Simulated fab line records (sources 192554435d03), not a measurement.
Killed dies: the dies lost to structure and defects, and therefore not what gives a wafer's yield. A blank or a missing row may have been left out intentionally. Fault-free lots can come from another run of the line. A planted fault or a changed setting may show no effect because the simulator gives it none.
Problem report, 8D (eight disciplines) form, completed by code / flow n5Finfet / the parts of the form that need people (team, actions taken, sign-off) are left out

## 1. THE ISSUE
Mean V12_OVL at N5_BEOL_M13_OVL_MEAS_11: 70 nm over 5 wafers in 2 lots; fault-free wafers: 1 nm, standard deviation 5.9. That puts it +12 standard deviations away from the usual mean.
First observed at day 14 09:25: wafer L375.1, on overlay-02. The record has a number at this step for 32 wafers belonging to 11 lots. The rule behind "out" and "out of limits": a value lying over 4 standard deviations away from the usual mean. The rest of the wafers with a number are treated as sound.

## 2. WHAT IT IS, WHAT IT ISN'T
question=which readings at this step | is=V12_OVL | is not=-
question=which lots | is=L375, L376 | is not=L363, L364, L365, L369, L370, L371, L378, L380, L381
question=which wafers of those lots | is=all that have a number | is not=-
question=read on which gauges | is=overlay-01, overlay-02 | is not=-
question=when | is=from day 14 09:25 | is not=up to then (18 sound wafers); but 9 sound wafers of L378, L380, L381 came after

## 3. WHAT RULES OUT EACH SUSPECT
Counting: a tool stays on the suspect list if, at a process step up to the reading, it processed all lots that are out and no sound lot following the first of them.
- ruled out: the gauge at N5_BEOL_M13_OVL_MEAS_11. 2 gauges (overlay-01, overlay-02) read the wafers that are out.
- rieDiel-02 at N5_BEOL_M12_ETCH_38 (etches SiCN in CF4/N2, target depth 68.7 nm, time 73.4 s): ruled out as a lasting fault. After its first lot that is out, L375 (day 14 06:44), sound lots L380, L381 ran on it.
- krfScanner-01 at N5_BEOL_M13_EXPOSE_07 (exposes mask V12): kept. It processed each lot that is out, first L375 at day 14 09:13, and no sound lot thereafter; up to then, the last sound lot it processed was L371 at day 12 18:21.
After counting, what remains is krfScanner-01 at N5_BEOL_M13_EXPOSE_07.

## 4. THE CAUSE (what the simulator had put in)
Scanner matching overlay: krfScanner-01, from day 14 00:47 on, at N5_BEOL_M13_EXPOSE_07. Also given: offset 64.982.
This tool alone remained once counting was done.

## 5. SEQUENCE OF EFFECTS, ordered by route
Each row: a reading whose mean over the struck wafers that have a number lies more than 3 standard deviations from the usual. Only readings whose record carries a usual standard deviation are examined. hours: median over the lots of the time between each lot's start at the first step of this table that gives one and its start at this step. sigmas: the change, counted in usual standard deviations.
hours=0; step=N5_BEOL_M13_OVL_MEAS_11; reading=V12_OVL; usual=1 nm; on struck wafers=70; change=+69; sigmas=+12
At these later measuring or inspecting steps, every struck wafer for which the step has a row has a number for every such reading, and none has moved that far: N5_BEOL_M13_INSPECT_12.

## 6. HOW IT WOULD HAVE BEEN CAUGHT EARLIER
The first out-of-limits reading at a measuring or inspecting step in this record came at day 14 09:25, 9 hours after the fault's start at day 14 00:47.
Among the 2 lots that are out, L376 began N5_BEOL_M13_EXPOSE_07 on krfScanner-01 after day 14 09:25. A tool hold placed at that time would have kept it from harm.
